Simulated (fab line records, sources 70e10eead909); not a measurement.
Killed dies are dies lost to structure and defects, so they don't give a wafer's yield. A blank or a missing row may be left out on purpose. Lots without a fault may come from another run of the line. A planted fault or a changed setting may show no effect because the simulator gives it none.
Which tool did it? | flow nand_harc | 11 lots, 33 wafers sampled, at 5 steps of a route of 1159

WHAT THE GAUGES READ, wafer by wafer
NHARC_END_SORT_01. Usual: killed_at_array 26, standard deviation 9.7; killed_at_other 1.0, standard deviation 1.2; killed_at_periphery 3.9, standard deviation 2.6; killed_dies 31, standard deviation 9.7; killed_open 3.2, standard deviation 1.8; killed_short 2.0, standard deviation 1.3.
lot  | measured     | on        | killed_at_array | killed_at_other | killed_at_periphery | killed_dies | killed_open | killed_short | flag
L636 | day 21 12:04 | prober-02 | 27 40 27        | 0 1 2           | 4 5 2               | 31 46 31    | 3 6 3       | 0 2 2        |
L641 | day 22 10:20 | prober-01 | 38 33 33        | 0 0 0           | 5 7 7               | 43 40 40    | 2 0 5       | 2 0 1        |
L645 | day 23 16:39 | prober-02 | 181 128 163     | 1 0 0           | 7 3 9               | 189 131 172 | 3 1 9       | 4 2 3        | OFF
L644 | day 23 15:46 | prober-01 | 210 112 171     | 1 1 2           | 2 1 5               | 213 114 178 | 2 4 2       | 0 1 2        | OFF

WHICH TOOL RAN EACH LOT (tool, then ch and the chambers of the sampled wafers, then the start)
lot  | NHARC_A_STAIRCASE_ETCH_190                    | NHARC_A_STAIRCASE_TRIM_191                    | NHARC_A_STAIRCASE_TRIM_193         | NHARC_A_STAIRCASE_TRIM_200
L628 | rie_diel-13 ch 0,2, day 11 04:29 or earlier   | rie_diel-13 ch 0,1,2, day 11 04:29 or earlier | rie_diel-13 ch 0,2,3, day 11 04:29 | rie_diel-13 ch 0,1, no start
L633 | rie_diel-01 ch 0,3, day 12 11:47 or earlier   | rie_diel-01 ch 0,2,3, day 12 11:47 or earlier | rie_diel-01 ch 1,2,3, day 12 11:47 | rie_diel-12 ch 0,1,2, no start
L636 | rie_diel-01 ch 0,2,3, day 13 01:33 or earlier | rie_diel-01 ch 0,3, day 13 01:33 or earlier   | rie_diel-01 ch 0,1, day 13 01:33   | rie_diel-13 ch 0,1,3, day 21 12:04 or earlier
L638 | rie_diel-13 ch 1,2,3, day 13 08:05 or earlier | rie_diel-13 ch 1,3, day 13 08:05 or earlier   | rie_diel-13 ch 1,3, day 13 08:05   | rie_diel-01 ch 1,3, no start
L635 | rie_diel-13 ch 0,1,2, day 13 08:17 or earlier | rie_diel-13 ch 1,3, day 13 08:17 or earlier   | rie_diel-13 ch 0,1,2, day 13 08:17 | rie_diel-13 ch 0,1,2, no start
L641 | rie_diel-12 ch 0,1,3, day 14 09:15 or earlier | rie_diel-12 ch 0,1,3, day 14 09:15 or earlier | rie_diel-12 ch 0,1,3, day 14 09:15 | rie_diel-12 ch 0,2,3, day 22 10:20 or earlier
L645 | rie_diel-13 ch 0,1,2, day 15 05:11 or earlier | rie_diel-13 ch 0,1,2, day 15 05:11 or earlier | rie_diel-13 ch 0,1,3, day 15 05:11 | rie_diel-12 ch 0,1,2, day 23 16:39 or earlier
L644 | rie_diel-13 ch 0,1, day 15 05:38 or earlier   | rie_diel-13 ch 0,1,2, day 15 05:38 or earlier | rie_diel-13 ch 0,1,3, day 15 05:38 | rie_diel-01 ch 0,3, day 23 15:46 or earlier
L647 | rie_diel-01 ch 1,2,3, day 15 22:29 or earlier | rie_diel-01 ch 0,1,2, day 15 22:29 or earlier | rie_diel-01 ch 0,1,2, day 15 22:29 | rie_diel-01 ch 0,2,3, no start
L651 | rie_diel-01 ch 1,2,3, day 16 22:29 or earlier | rie_diel-01 ch 0,1,2, day 16 22:29 or earlier | rie_diel-01 ch 0,3, day 16 22:29   | rie_diel-01 ch 2,3, no start
L650 | rie_diel-01 ch 0,2,3, day 17 02:11 or earlier | rie_diel-01 ch 0,1,2, day 17 02:11 or earlier | rie_diel-01 ch 0,1,2, day 17 02:11 | rie_diel-01 ch 0,1,2, no start
- NHARC_A_STAIRCASE_ETCH_190: etches the open film in C4F8/O2, target depth 100 nm, time 40.5 s.
- NHARC_A_STAIRCASE_TRIM_191: chemistry O2, time 211.2 s.
- NHARC_A_STAIRCASE_TRIM_193: chemistry O2, time 211.2 s.
- NHARC_A_STAIRCASE_TRIM_200: chemistry O2, time 211.2 s.

WHAT THE TOOLS THEMSELVES READ (means of the sampled wafers that have a number; where no wafer has one, the mark that the record gives instead)
NHARC_A_STAIRCASE_ETCH_190. Usual: oes_product_au 0.942 a.u., standard deviation 0.015; rf_vpp_V 895 V, standard deviation 7.3.
lot  | tool        | oes_product_au (a.u.) | rf_vpp_V (V) | flag
L628 | rie_diel-13 | 0.964                 | 893          |
L633 | rie_diel-01 | 0.936                 | 888          |
L636 | rie_diel-01 | 0.939                 | 888          |
L638 | rie_diel-13 | 0.938                 | 897          |
L635 | rie_diel-13 | 0.947                 | 897          |
L641 | rie_diel-12 | 0.958                 | 895          |
L645 | rie_diel-13 | 0.942                 | 897          |
L644 | rie_diel-13 | 0.948                 | 902          |
L647 | rie_diel-01 | 0.924                 | 895          |
L651 | rie_diel-01 | 0.926                 | 897          |
L650 | rie_diel-01 | 0.935                 | 901          |

NHARC_A_STAIRCASE_TRIM_191. Usual: drypump_motor_current_A 5.9 A, standard deviation 0.4; mfc_ar_sccm 0.008 sccm, standard deviation 0.01; oes_product_au 1.005 a.u., standard deviation 0.015; rf_vpp_V 57.7 V, standard deviation 0.94; showerhead_plenum_p_Torr 3.51 Torr, standard deviation 0.2; throttle_valve_pct 17.037 %, standard deviation 0.0089.
lot  | tool        | drypump_motor_current_A (A) | mfc_ar_sccm (sccm) | oes_product_au (a.u.) | rf_vpp_V (V) | showerhead_plenum_p_Torr (Torr) | throttle_valve_pct (%) | flag
L628 | rie_diel-13 | 5.8                         | 0.014              | 1.011                 | 57.0         | 3.59                            | 17.046                 |
L633 | rie_diel-01 | 5.7                         | 0.004              | 0.990                 | 57.8         | 3.31                            | 17.044                 |
L636 | rie_diel-01 | 5.9                         | 0.000              | 1.001                 | 57.5         | 3.35                            | 17.043                 |
L638 | rie_diel-13 | 5.7                         | 0.004              | 1.002                 | 57.9         | 3.67                            | 17.049                 |
L635 | rie_diel-13 | 6.0                         | 0.007              | 1.010                 | 57.4         | 3.67                            | 17.035                 |
L641 | rie_diel-12 | 5.7                         | 0.000              | 1.010                 | 57.4         | 3.50                            | 17.043                 |
L645 | rie_diel-13 | 5.8                         | 0.014              | 1.017                 | 57.5         | 3.57                            | 17.027                 |
L644 | rie_diel-13 | 5.8                         | 0.014              | 1.009                 | 57.5         | 3.57                            | 17.031                 |
L647 | rie_diel-01 | 5.6                         | 0.013              | 0.998                 | 57.8         | 3.68                            | 17.042                 |
L651 | rie_diel-01 | 5.7                         | 0.013              | 0.990                 | 58.3         | 3.67                            | 17.029                 |
L650 | rie_diel-01 | 5.7                         | 0.013              | 0.996                 | 56.9         | 3.67                            | 17.029                 |

NHARC_A_STAIRCASE_TRIM_193. Usual: drypump_motor_current_A 5.8 A, standard deviation 0.42; mfc_ar_sccm 0.007 sccm, standard deviation 0.01; oes_product_au 1.004 a.u., standard deviation 0.016; rf_vpp_V 57.8 V, standard deviation 0.94; showerhead_plenum_p_Torr 3.53 Torr, standard deviation 0.2; throttle_valve_pct 17.036 %, standard deviation 0.0083.
lot  | tool        | drypump_motor_current_A (A) | mfc_ar_sccm (sccm) | oes_product_au (a.u.) | rf_vpp_V (V) | showerhead_plenum_p_Torr (Torr) | throttle_valve_pct (%) | flag
L628 | rie_diel-13 | 6.1                         | 0.018              | 1.026                 | 58.0         | 3.59                            | 17.037                 |
L633 | rie_diel-01 | 5.9                         | 0.013              | 0.981                 | 57.2         | 3.37                            | 17.034                 |
L636 | rie_diel-01 | 5.7                         | 0.017              | 0.992                 | 57.6         | 3.39                            | 17.034                 |
L638 | rie_diel-13 | 5.6                         | 0.004              | 1.001                 | 58.2         | 3.67                            | 17.041                 |
L635 | rie_diel-13 | 5.8                         | 0.014              | 1.012                 | 57.4         | 3.58                            | 17.033                 |
L641 | rie_diel-12 | 5.7                         | 0.000              | 1.012                 | 58.0         | 3.50                            | 17.044                 |
L645 | rie_diel-13 | 5.7                         | 0.008              | 1.224                 | 57.5         | 3.69                            | 17.033                 | OFF
L644 | rie_diel-13 | 5.7                         | 0.008              | 1.228                 | 58.0         | 3.69                            | 17.035                 | OFF
L647 | rie_diel-01 | 5.6                         | 0.013              | 0.993                 | 57.6         | 3.68                            | 17.035                 |
L651 | rie_diel-01 | 5.6                         | 0.000              | 0.992                 | 58.4         | 3.65                            | 17.041                 |
L650 | rie_diel-01 | 5.6                         | 0.013              | 0.985                 | 58.3         | 3.67                            | 17.034                 |

NHARC_A_STAIRCASE_TRIM_200. Usual: drypump_motor_current_A 5.8 A, standard deviation 0.4; mfc_ar_sccm 0.008 sccm, standard deviation 0.011; oes_product_au 1.001 a.u., standard deviation 0.016; rf_vpp_V 57.7 V, standard deviation 0.98; showerhead_plenum_p_Torr 3.52 Torr, standard deviation 0.2; throttle_valve_pct 17.036 %, standard deviation 0.0096.
lot  | tool        | drypump_motor_current_A (A) | mfc_ar_sccm (sccm) | oes_product_au (a.u.) | rf_vpp_V (V) | showerhead_plenum_p_Torr (Torr) | throttle_valve_pct (%) | flag
L628 | rie_diel-13 | 5.4                         | 0.008              | 1.014                 | 57.9         | 3.75                            | 17.048                 |
L633 | rie_diel-12 | 5.8                         | 0.000              | 1.006                 | 57.2         | 3.51                            | 17.041                 |
L636 | rie_diel-13 | 5.7                         | 0.008              | 1.013                 | 58.1         | 3.70                            | 17.034                 |
L638 | rie_diel-01 | 6.0                         | 0.008              | 0.997                 | 56.9         | 3.41                            | 17.038                 |
L635 | rie_diel-13 | 5.8                         | 0.014              | 1.012                 | 57.9         | 3.58                            | 17.029                 |
L641 | rie_diel-12 | 5.8                         | 0.000              | 1.000                 | 57.9         | 3.47                            | 17.025                 |
L645 | rie_diel-12 | 5.8                         | 0.000              | 0.996                 | 57.2         | 3.50                            | 17.031                 |
L644 | rie_diel-01 | 5.6                         | 0.000              | 0.987                 | 58.0         | 3.66                            | 17.034                 |
L647 | rie_diel-01 | 5.7                         | 0.004              | 0.990                 | 56.9         | 3.66                            | 17.032                 |
L651 | rie_diel-01 | 5.8                         | 0.009              | 1.000                 | 58.2         | 3.65                            | 17.040                 |
L650 | rie_diel-01 | 5.7                         | 0.013              | 0.990                 | 57.5         | 3.67                            | 17.031                 |

THE ANSWER, worked out from the rows above alone
Rule: a lot is off if the mean of its wafers that have a number lies more than 3 standard deviations from the usual mean. A lot without any number at a reading at which 4 lots or more have one is off too. The other lots that the step has rows for count as sound. The gauges are gone through in route order, then the tools' own readings, and for those a lot's mean is taken as printed above. The first step at which some lot is off is used, and at that step the reading that is off furthest; a lot without a number counts as furthest.
Off: L645, L644, at NHARC_END_SORT_01 (killed_at_array). Neither off nor sound, because the step has no rows for them: L628, L633, L638, L635, L647, L651, L650.
A tool fits if, at a process step before that reading, it ran every lot that is off, and no sound lot after the first of them. The gauges at NHARC_END_SORT_01 aren't tried: what is off there is off at NHARC_A_STAIRCASE_TRIM_193 too, on other tools, and a gauge's error can't cause that. NHARC_A_STAIRCASE_ETCH_190 gives no start for some lots, so the hours and the order of its lots are those of NHARC_A_STAIRCASE_TRIM_193. NHARC_A_STAIRCASE_TRIM_191 gives no start for some lots, so the hours and the order of its lots are those of NHARC_A_STAIRCASE_TRIM_193. NHARC_A_STAIRCASE_TRIM_200 gives no start for some lots, so the hours and the order of its lots are those of NHARC_END_SORT_01. One fits: rie_diel-13 at NHARC_A_STAIRCASE_ETCH_190 and NHARC_A_STAIRCASE_TRIM_191 and NHARC_A_STAIRCASE_TRIM_193. It ran no sound lot before its first lot that is off in this sample, so the start can't be narrowed down.

WHAT THE SIMULATOR HAD PUT IN
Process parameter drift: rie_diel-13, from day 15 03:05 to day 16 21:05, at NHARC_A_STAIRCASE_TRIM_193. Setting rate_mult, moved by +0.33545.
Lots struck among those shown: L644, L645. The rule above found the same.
